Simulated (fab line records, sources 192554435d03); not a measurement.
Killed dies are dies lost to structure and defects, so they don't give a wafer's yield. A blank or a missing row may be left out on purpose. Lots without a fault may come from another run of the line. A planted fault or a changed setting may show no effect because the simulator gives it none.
Chamber matching | flow n5_finfet | N5_BEOL_M9_CURE_72 on uv_cure-02: 3 sister chambers
The step cures SiCOH lowk, time 120 s. 6 wafers are shown with their chamber, then 12 later ones without.

WAFERS WITH THEIR CHAMBER
wafer  | chamber | wafer_temp_C_max | lamp_power_pct (%)
L092.4 | 0       | 371.0            | 52.32
L092.6 | 0       | 371.3            | 52.34
L093.5 | 1       | 372.5            | 52.36
L093.6 | 1       | 372.8            | 52.29
L096.5 | 2       | 371.7            | 52.31
L096.6 | 2       | 372.5            | 52.28

WAFERS WITHOUT THEIR CHAMBER
wafer  | wafer_temp_C_max | lamp_power_pct (%)
L096.2 | 371.7            | 52.35
L096.3 | 371.3            | 52.34
L096.4 | 371.5            | 52.24
L095.1 | 371.8            | 52.28
L095.3 | 371.7            | 52.33
L095.4 | 371.9            | 52.29
L094.1 | 371.7            | 52.23
L094.4 | 370.8            | 52.39
L094.6 | 371.4            | 52.30
L097.1 | 371.9            | 52.21
L097.2 | 371.5            | 52.33
L097.6 | 371.8            | 52.35

WHICH CHAMBER EACH WENT THROUGH
wafer  | from the rows above          | in truth
L096.2 | can't be placed: 0 or 2 or 1 | 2
L096.3 | 0                            | 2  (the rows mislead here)
L096.4 | can't be placed: 2 or 0 or 1 | 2
L095.1 | can't be placed: 2 or 0 or 1 | 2
L095.3 | can't be placed: 0 or 2 or 1 | 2
L095.4 | can't be placed: 2 or 1 or 0 | 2
L094.1 | can't be placed: 2 or 0 or 1 | 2
L094.4 | 0                            | 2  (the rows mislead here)
L094.6 | can't be placed: 0 or 2      | 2
L097.1 | can't be placed: 2 or 1 or 0 | 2
L097.2 | can't be placed: 0 or 2      | 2
L097.6 | can't be placed: 0 or 2 or 1 | 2
Placed correctly: 0 of 12. Can't be placed from these rows: 10 (the true chamber is among the candidates in 10). Placed wrongly: 2.
How it was worked out, from the rows above alone: a wafer's distance from a chamber is the root of the sum, over the readings, of the square of ((its reading less the chamber's mean) divided by the reading's scatter). The wafer belongs to the nearest chamber; if the next one is less than 2 further off, it can't be placed. A chamber's mean is the mean of its shown wafers. The scatter: the root of (the sum of the squares of (reading less its chamber's mean) over the shown wafers, divided by (wafers less chambers)).
